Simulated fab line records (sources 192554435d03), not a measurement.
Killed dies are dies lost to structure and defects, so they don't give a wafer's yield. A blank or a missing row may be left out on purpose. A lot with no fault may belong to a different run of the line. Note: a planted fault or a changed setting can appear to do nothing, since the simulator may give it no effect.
fab line records + flow n5_finfet
[record]
- lots = 10
- wafers = 30
- last_day = 17
route steps=1938 shown BEOL_M7@1319 TV_LITHO@1883 PASSIVATION@1925
lots with no fault: from the same line, run without faults
start_h: the number of hours between the record's first day and the start of the first shown wafer of the lot + wait_h: hours elapsed since this lot's preceding step + " as in the row above + L1.1+2: several wafers, shown together as one row + - no value, or no start given + * or withheld: withheld + < > ~ a bound
route shown NAME@n: NAME is a module with steps in the file, n the number in the route of the first one + usual: mean/standard deviation of fault-free wafers + same: alike in all rows + chamber/n: place in a boat + sites: readings site by site + _std_site: their standard deviation + _edge_site: the outer-site mean with the inner-site mean subtracted + radius_mm: for every site, how far away it sits from the centre of the wafer + mask NAME#n: copy n + behind: the most recent tool/chamber to have shaped the wafer + hold: why the lot was held/for how many hours/how that ended + device: the transistor (n, p or np) that didn't switch + end of line: tests run on the same wafers once the route is complete + where a step has no rows: the recipe by itself + killed: count of dies lost to structure and defects at first sort (not the wafer's yield) + map: a wafer's dies, marking killed ones x, the rest . and places with no die _
set.NAME: the run value of the setting; set.NAME@STEP: its run value at that earlier step + model.NAME: the simulator's own value behind a step, which no gauge read
route steps across a sampled set of lots; one table per step, one row per wafer
services: when a tool's chamber went out of use (start_h, in hours from the record's first day, below 0 if earlier), for how many hours, and the reason
[[steps]]
[step N5_BEOL_M7_PRE_CLEAN_45]
[recipe]
- gas = H2/He
- time_s = 30
- temp_c = 250
[usual]
- heater_power_w = 342/34
[same]
- time_s = 30
| lot.wafer | tool           | chamber | start_h | wait_h | heater_power_w |
|-----------|----------------|---------|---------|--------|----------------|
| L825.2    | pvd_sputter-03 | -       | 193.01  | 0.0    | 316            |
| L825.3    | "              | -       | "       | "      | 349            |
| L825.4    | "              | -       | "       | "      | 327            |
| L826.1    | pvd_sputter-01 | -       | 213.38  | 0.0    | 364            |
| L826.4    | "              | -       | "       | "      | 392            |
| L826.5    | "              | -       | "       | "      | 394            |
| L829.1    | pvd_sputter-03 | -       | 218.23  | 0.0    | 351            |
| L829.4    | "              | -       | "       | "      | 318            |
| L829.5    | "              | -       | "       | "      | 318            |
| L833.1    | pvd_sputter-01 | -       | 243.88  | 0.0    | 310            |
| L833.4    | "              | -       | "       | "      | 384            |
| L833.6    | "              | -       | "       | "      | 308            |
| L837.1    | pvd_sputter-03 | -       | 271.73  | 0.0    | 347            |
| L837.5    | "              | -       | "       | "      | 318            |
| L837.6    | "              | -       | "       | "      | 356            |
| L838.1    | pvd_sputter-02 | -       | 285.59  | 0.0    | 326            |
| L838.2    | "              | -       | "       | "      | 365            |
| L838.3    | "              | -       | "       | "      | 287            |
| L845.1    | pvd_sputter-02 | -       | 326.71  | 0.0    | 325            |
| L845.3    | "              | -       | "       | "      | 369            |
| L845.4    | "              | -       | "       | "      | 291            |
| L846.2    | pvd_sputter-02 | -       | 331.51  | 0.0    | 359            |
| L846.4    | "              | -       | "       | "      | 299            |
| L846.5    | "              | -       | "       | "      | 320            |
| L847.1    | pvd_sputter-02 | -       | 336.23  | 0.0    | 331            |
| L847.3    | "              | -       | "       | "      | 278            |
| L847.6    | "              | -       | "       | "      | 335            |
| L848.3    | pvd_sputter-03 | -       | 343.40  | 0.0    | 387            |
| L848.4    | "              | -       | "       | "      | 309            |
| L848.6    | "              | -       | "       | "      | 347            |
[step N5_PASSIVATION_CD_MEAS_10]
[recipe]
- target_cd_nm = 3000
- landing_energy_ev = 500
- detector = se_inlens
[usual]
- cd_nm = 3000.5/1.3
| lot.wafer | tool      | chamber | start_h | wait_h | cd_nm  |
|-----------|-----------|---------|---------|--------|--------|
| L825.2    | cd_sem-03 | 0       | 264.55  | -      | 3000.3 |
| L825.3    | "         | 0       | "       | "      | 3000.4 |
| L825.4    | "         | 0       | "       | "      | 2999.5 |
| L826.1    | cd_sem-02 | 0       | 277.24  | -      | 3001.9 |
| L826.4    | "         | 0       | "       | "      | 3001.0 |
| L826.5    | "         | 0       | "       | "      | 3000.5 |
| L829.1    | cd_sem-01 | 0       | 282.60  | -      | 3000.4 |
| L829.4    | "         | 0       | "       | "      | 2999.4 |
| L829.5    | "         | 0       | "       | "      | 2999.8 |
| L833.1    | cd_sem-03 | 0       | 300.27  | -      | 3003.1 |
| L833.4    | "         | 0       | "       | "      | 3001.7 |
| L833.6    | "         | 0       | "       | "      | 3001.8 |
| L837.1    | cd_sem-03 | 0       | 336.14  | -      | 3000.1 |
| L837.5    | "         | 0       | "       | "      | 2999.0 |
| L837.6    | "         | 0       | "       | "      | 2999.7 |
| L838.1    | cd_sem-02 | 0       | 354.80  | -      | 3001.9 |
| L838.2    | "         | 0       | "       | "      | 3000.5 |
| L838.3    | "         | 0       | "       | "      | 3000.8 |
| L846.2    | cd_sem-01 | 0       | 393.68  | -      | 2999.9 |
| L846.4    | "         | 0       | "       | "      | 2999.6 |
| L846.5    | "         | 0       | "       | "      | 2999.2 |
| L845.1    | cd_sem-03 | 0       | 393.86  | -      | 3000.9 |
| L845.3    | "         | 0       | "       | "      | 2999.8 |
| L845.4    | "         | 0       | "       | "      | 2999.5 |
| L847.1    | cd_sem-01 | 0       | 403.50  | -      | 2999.9 |
| L847.3    | "         | 0       | "       | "      | 3002.0 |
| L847.6    | "         | 0       | "       | "      | 3001.3 |
| L848.3    | cd_sem-02 | 0       | 409.20  | -      | 3001.4 |
| L848.4    | "         | 0       | "       | "      | 2999.6 |
| L848.6    | "         | 0       | "       | "      | 2999.1 |
[step N5_PASSIVATION_OVL_MEAS_60]
[recipe]
- points_per_wafer = 44
[usual]
- TV_OVL = -2/5.2
| lot.wafer | tool       | chamber | start_h | wait_h | TV_OVL[nm] |
|-----------|------------|---------|---------|--------|------------|
| L825.2    | overlay-01 | 0       | 264.58  | 0.0    | 7          |
| L825.3    | "          | 0       | "       | "      | 5          |
| L825.4    | "          | 0       | "       | "      | 5          |
| L826.1    | overlay-01 | 0       | 277.27  | 0.0    | -8         |
| L826.4    | "          | 0       | "       | "      | 2          |
| L826.5    | "          | 0       | "       | "      | -8         |
| L829.1    | overlay-01 | 0       | 282.63  | 0.0    | -3         |
| L829.4    | "          | 0       | "       | "      | -1         |
| L829.5    | "          | 0       | "       | "      | -2         |
| L833.1    | overlay-02 | 0       | 300.30  | 0.0    | -6         |
| L833.4    | "          | 0       | "       | "      | -11        |
| L833.6    | "          | 0       | "       | "      | -13        |
| L837.1    | overlay-02 | 0       | 336.17  | 0.0    | -10        |
| L837.5    | "          | 0       | "       | "      | -5         |
| L837.6    | "          | 0       | "       | "      | -11        |
| L838.1    | overlay-01 | 0       | 354.83  | 0.0    | -3         |
| L838.2    | "          | 0       | "       | "      | -5         |
| L838.3    | "          | 0       | "       | "      | 0          |
| L846.2    | overlay-02 | 0       | 393.71  | 0.0    | -1         |
| L846.4    | "          | 0       | "       | "      | -7         |
| L846.5    | "          | 0       | "       | "      | 4          |
| L845.1    | overlay-01 | 0       | 393.89  | 0.0    | -1         |
| L845.3    | "          | 0       | "       | "      | -2         |
| L845.4    | "          | 0       | "       | "      | 1          |
| L847.1    | overlay-02 | 0       | 403.53  | 0.0    | 6          |
| L847.3    | "          | 0       | "       | "      | 5          |
| L847.6    | "          | 0       | "       | "      | 2          |
| L848.3    | overlay-01 | 0       | 409.22  | 0.0    | 1          |
| L848.4    | "          | 0       | "       | "      | 0          |
| L848.6    | "          | 0       | "       | "      | 1          |
[step N5_PASSIVATION_CD_MEAS_44]
[recipe]
- target_cd_nm = 40000
- landing_energy_ev = 500
- detector = se_inlens
[usual]
- cd_nm = 40000/3.4
| lot.wafer | tool      | chamber | start_h | wait_h | cd_nm |
|-----------|-----------|---------|---------|--------|-------|
| L825.2    | cd_sem-02 | 0       | 268.20  | -      | 40002 |
| L825.3    | "         | 0       | "       | "      | 40007 |
| L825.4    | "         | 0       | "       | "      | 40006 |
| L826.1    | cd_sem-01 | 0       | 281.61  | -      | 39997 |
| L826.4    | "         | 0       | "       | "      | 39996 |
| L826.5    | "         | 0       | "       | "      | 39996 |
| L829.1    | cd_sem-02 | 0       | 286.26  | -      | 39996 |
| L829.4    | "         | 0       | "       | "      | 39995 |
| L829.5    | "         | 0       | "       | "      | 39997 |
| L833.1    | cd_sem-02 | 0       | 304.20  | -      | 39999 |
| L833.4    | "         | 0       | "       | "      | 40005 |
| L833.6    | "         | 0       | "       | "      | 40007 |
| L837.1    | cd_sem-01 | 0       | 339.66  | -      | 40002 |
| L837.5    | "         | 0       | "       | "      | 40003 |
| L837.6    | "         | 0       | "       | "      | 39999 |
| L838.1    | cd_sem-03 | 0       | 358.93  | -      | 40001 |
| L838.2    | "         | 0       | "       | "      | 39998 |
| L838.3    | "         | 0       | "       | "      | 40000 |
| L846.2    | cd_sem-01 | 0       | 397.27  | -      | 40000 |
| L846.4    | "         | 0       | "       | "      | 39995 |
| L846.5    | "         | 0       | "       | "      | 39997 |
| L845.1    | cd_sem-02 | 0       | 397.74  | -      | 40000 |
| L845.3    | "         | 0       | "       | "      | 40003 |
| L845.4    | "         | 0       | "       | "      | 40004 |
| L847.1    | cd_sem-02 | 0       | 407.78  | -      | 40000 |
| L847.3    | "         | 0       | "       | "      | 40001 |
| L847.6    | "         | 0       | "       | "      | 40002 |
| L848.3    | cd_sem-01 | 0       | 412.72  | -      | 40000 |
| L848.4    | "         | 0       | "       | "      | 40004 |
| L848.6    | "         | 0       | "       | "      | 40000 |
[step N5_PASSIVATION_PROBE_49]
[usual]
- defect_limited_yield = 91.3/1.4
- killed_at_M0_to_M3 = 34/10
- killed_at_M4_up = 13/4.8
- killed_at_contacts = 12/6.1
- killed_at_front_end = 40/11
- killed_at_other = 3.7/2.8
- killed_dies = 103/16
- killed_open = 67/12
- killed_short = 34/7.4
- sort_bin_5_function = 5.1/0.95
- sort_bin_6_memory = 3.2/0.62
- sort_n_pass = 1077/16
- sort_yield_pct = 91.3/1.4
[same]
- gross_dies = 1180
- killed_at_back_side = 0
- sort_bin_4_leakage[%] = 0
- sort_bin_8_speed[%] = 0
| lot.wafer | tool      | chamber | start_h | wait_h | defect_limited_yield[%] | killed_at_M0_to_M3 | killed_at_M4_up | killed_at_contacts | killed_at_front_end | killed_at_other | killed_dies | killed_open | killed_short | sort_bin_5_function[%] | sort_bin_6_memory[%] | sort_n_pass | sort_yield_pct[%] |
|-----------|-----------|---------|---------|--------|-------------------------|--------------------|-----------------|--------------------|---------------------|-----------------|-------------|-------------|--------------|------------------------|----------------------|-------------|-------------------|
| L833.1    | prober-02 | -       | 307.39  | 0.0    | 91.2                    | 30                 | 15              | 16                 | 37                  | 6               | 104         | 78          | 25           | 5.9                    | 2.9                  | 1076        | 91.2              |
| L833.4    | prober-02 | -       | 307.54  | 0.2    | 84.0                    | 28                 | 130             | 5                  | 23                  | 3               | 189         | 39          | 28           | 11.0                   | 2.6                  | 991         | 84.0              |
| L833.6    | prober-02 | -       | 307.64  | 0.3    | 92.9                    | 29                 | 7               | 9                  | 32                  | 7               | 84          | 50          | 32           | 4.2                    | 2.9                  | 1096        | 92.9              |
| L838.1    | prober-01 | -       | 362.08  | 0.0    | 89.2                    | 53                 | 16              | 13                 | 44                  | 2               | 128         | 80          | 44           | 6.9                    | 3.6                  | 1052        | 89.2              |
| L838.2    | prober-01 | -       | 362.13  | 0.1    | 89.6                    | 35                 | 21              | 16                 | 49                  | 2               | 123         | 79          | 43           | 6.5                    | 3.5                  | 1057        | 89.6              |
| L838.3    | prober-01 | -       | 362.18  | 0.1    | 91.5                    | 16                 | 10              | 15                 | 53                  | 6               | 100         | 69          | 28           | 5.3                    | 3.1                  | 1080        | 91.5              |
// killed by level:class
L833.1 MOL_CONTACT_COAG:geometric_particle:open=12 BEOL_M1:geometric_particle:open=12 FIN_SAQP:geometric_particle:short=8 BEOL_M2:geometric_particle:open=8 GATE_CUT:geometric_particle:open=8 BEOL_M4:geometric_particle:open=7 PAD_METAL:geometric_particle:open=4 ILD0:geometric_particle:open=4
L833.4 BEOL_M7:unspecified=120 BEOL_M1:geometric_particle:open=6 MOL_CONTACT_COAG:geometric_particle:open=5 BEOL_M2:geometric_particle:short=5 GATE_CUT:geometric_particle:short=4 GATE_CUT:geometric_particle:open=4 BEOL_M3:geometric_particle:open=4 FIN_SAQP:geometric_particle:short=3
L833.6 FIN_SAQP:geometric_particle:short=10 FIN_SAQP:geometric_particle:open=9 BEOL_M1:geometric_particle:open=7 MOL_CONTACT_COAG:geometric_particle:open=6 BEOL_M0_SAQP:geometric_particle:open=6 BEOL_M0_SAQP:geometric_particle:short=4 BEOL_M5:geometric_particle:open=4 ILD0:geometric_particle:open=3
L838.1 STI_FIN_REVEAL:geometric_particle:open=15 BEOL_M0_SAQP:geometric_particle:short=14 MOL_CONTACT_COAG:geometric_particle:open=12 BEOL_M3:geometric_particle:open=10 BEOL_M1:geometric_particle:open=9 FIN_SAQP:geometric_particle:open=6 BEOL_M0_SAQP:geometric_particle:open=6 BEOL_M4:geometric_particle:short=6
L838.2 MOL_CONTACT_COAG:geometric_particle:open=13 BEOL_M0_SAQP:geometric_particle:open=10 FIN_SAQP:geometric_particle:open=9 STI_FIN_REVEAL:geometric_particle:open=9 BEOL_M4:geometric_particle:short=8 FIN_SAQP:geometric_particle:short=7 BEOL_M0_SAQP:geometric_particle:short=7 BEOL_M4:geometric_particle:open=6
L838.3 STI_FIN_REVEAL:geometric_particle:open=14 MOL_CONTACT_COAG:geometric_particle:open=12 FIN_SAQP:geometric_particle:open=7 STI_FIN_REVEAL:geometric_particle:short=5 GATE_CUT:geometric_particle:short=5 GATE_CUT:geometric_particle:open=4 BEOL_M1:geometric_particle:open=4 BEOL_M2:geometric_particle:open=4
[[services]]
| tool           | chamber | start_h | hours | kind   |
|----------------|---------|---------|-------|--------|
| pvd_sputter-03 | -       | 169.70  | 3.3   | repair |
| pvd_sputter-01 | -       | 300.26  | 1.2   | repair |
| pvd_sputter-01 | -       | 330.77  | 4.0   | repair |
[[key]]
[first_sign]
- step = N5_PASSIVATION_PROBE_49
- reading = killed_at_M4_up
- direction = up
- sigmas = 24
- usual = 13
- struck = 130
[effect]
- step = N5_PASSIVATION_PROBE_49
- reading = defect_limited_yield
- direction = down
- sigmas = 5.4
- usual = 91.3
- struck = 84.0
[more_kills_born_at]
- N5_BEOL_M7_PRE_CLEAN_45@pvd_sputter-01 = 120
met_at N5_BEOL_M7_PRE_CLEAN_45
struck_lots L833
struck_wafers L833.4
not_acting_at N5_PASSIVATION_CD_MEAS_10,N5_PASSIVATION_OVL_MEAS_60,N5_PASSIVATION_CD_MEAS_44
onset_between 213.38 243.88
[fault]
- kind = chamber_particle_source
- tool = pvd_sputter-01
- chamber = -
- onset_h = 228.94
- steps = N5_BEOL_M7_PRE_CLEAN_45
- rate_per_visit_cm2 = 0.88275
- end_h = 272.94
- scope = struck_wafers_only
